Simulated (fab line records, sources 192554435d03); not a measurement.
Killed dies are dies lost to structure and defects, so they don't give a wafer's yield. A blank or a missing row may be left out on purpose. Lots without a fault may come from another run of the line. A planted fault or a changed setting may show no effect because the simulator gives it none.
Chamber matching | flow n5_finfet | N5_BEOL_M2_STRIP_36 on rie_diel-01: 4 sister chambers
The step strips in N2/H2. 24 wafers are shown with their chamber, then 12 later ones without.

WAFERS WITH THEIR CHAMBER
wafer  | chamber | showerhead_plenum_p_Torr (Torr) | drypump_motor_current_A (A) | throttle_valve_pct (%)
L074.1 | 0       | 2.41                            | 6.0                         | 24.1
L074.2 | 3       | 2.56                            | 5.7                         | 24.0
L074.3 | 2       | 2.58                            | 5.2                         | 23.4
L075.1 | 2       | 2.58                            | 5.2                         | 23.4
L075.4 | 0       | 2.41                            | 6.0                         | 24.1
L075.6 | 2       | 2.58                            | 5.2                         | 23.4
L076.3 | 3       | 2.55                            | 5.7                         | 24.1
L076.4 | 1       | 2.72                            | 5.7                         | 24.1
L076.5 | 2       | 2.58                            | 5.2                         | 23.4
L079.1 | 2       | 2.58                            | 5.2                         | 23.4
L079.2 | 3       | 2.55                            | 5.7                         | 24.0
L079.3 | 0       | 2.40                            | 6.1                         | 24.1
L078.2 | 3       | 2.55                            | 5.7                         | 24.1
L078.4 | 0       | 2.40                            | 6.0                         | 24.1
L078.5 | 0       | 2.40                            | 6.0                         | 24.1
L081.2 | 0       | 2.40                            | 6.1                         | 24.1
L081.3 | 1       | 2.71                            | 5.7                         | 24.1
L081.5 | 3       | 2.55                            | 5.7                         | 24.1
L083.1 | 1       | 2.71                            | 5.7                         | 24.1
L083.3 | 2       | 2.58                            | 5.2                         | 23.4
L083.4 | 0       | 2.40                            | 6.0                         | 24.1
L084.1 | 3       | 2.55                            | 5.7                         | 24.1
L084.4 | 1       | 2.71                            | 5.7                         | 24.1
L084.6 | 2       | 2.57                            | 5.2                         | 23.4

SIGNATURES (means of the wafers above)
reading                  | chamber 0 | chamber 1 | chamber 2 | chamber 3 | scatter within a chamber
showerhead_plenum_p_Torr | 2.4029    | 2.7125    | 2.5786    | 2.5517    | 0.0044
drypump_motor_current_A  | 6.029     | 5.700     | 5.200     | 5.700     | 0.0267
throttle_valve_pct       | 24.100    | 24.100    | 23.400    | 24.067    | 0.0258
Rule: a wafer's distance from a chamber is the root of the sum, over the readings, of the square of ((its reading less the chamber's mean) divided by the reading's scatter). The wafer belongs to the nearest chamber; if the next one is less than 2 further off, it can't be placed. The scatter: the root of (the sum of the squares of (reading less its chamber's mean) over the shown wafers, divided by (wafers less chambers)).

WAFERS WITHOUT THEIR CHAMBER
wafer  | showerhead_plenum_p_Torr (Torr) | drypump_motor_current_A (A) | throttle_valve_pct (%)
L089.2 | 2.70                            | 5.7                         | 24.1
L089.4 | 2.72                            | 6.0                         | 23.5
L089.5 | 2.72                            | 6.0                         | 23.5
L094.2 | 2.70                            | 5.7                         | 24.2
L094.3 | 2.53                            | 5.7                         | 24.1
L094.5 | 2.70                            | 5.7                         | 24.2
L095.1 | 2.56                            | 5.2                         | 23.4
L095.4 | 2.71                            | 6.1                         | 23.5
L095.6 | 2.56                            | 5.2                         | 23.4
L096.1 | 2.71                            | 6.0                         | 23.5
L096.4 | 2.53                            | 5.8                         | 24.1
L096.6 | 2.53                            | 5.7                         | 24.1

WHICH CHAMBER EACH WENT THROUGH
wafer  | from the rows above | in truth
L089.2 | 1                   | 1
L089.4 | 1                   | 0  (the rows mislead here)
L089.5 | 1                   | 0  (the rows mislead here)
L094.2 | 1                   | 1
L094.3 | 3                   | 3
L094.5 | 1                   | 1
L095.1 | 2                   | 2
L095.4 | 1                   | 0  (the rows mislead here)
L095.6 | 2                   | 2
L096.1 | 1                   | 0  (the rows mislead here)
L096.4 | 3                   | 3
L096.6 | 3                   | 3
Placed correctly: 8 of 12. Can't be placed from these rows: 0. Placed wrongly: 4.
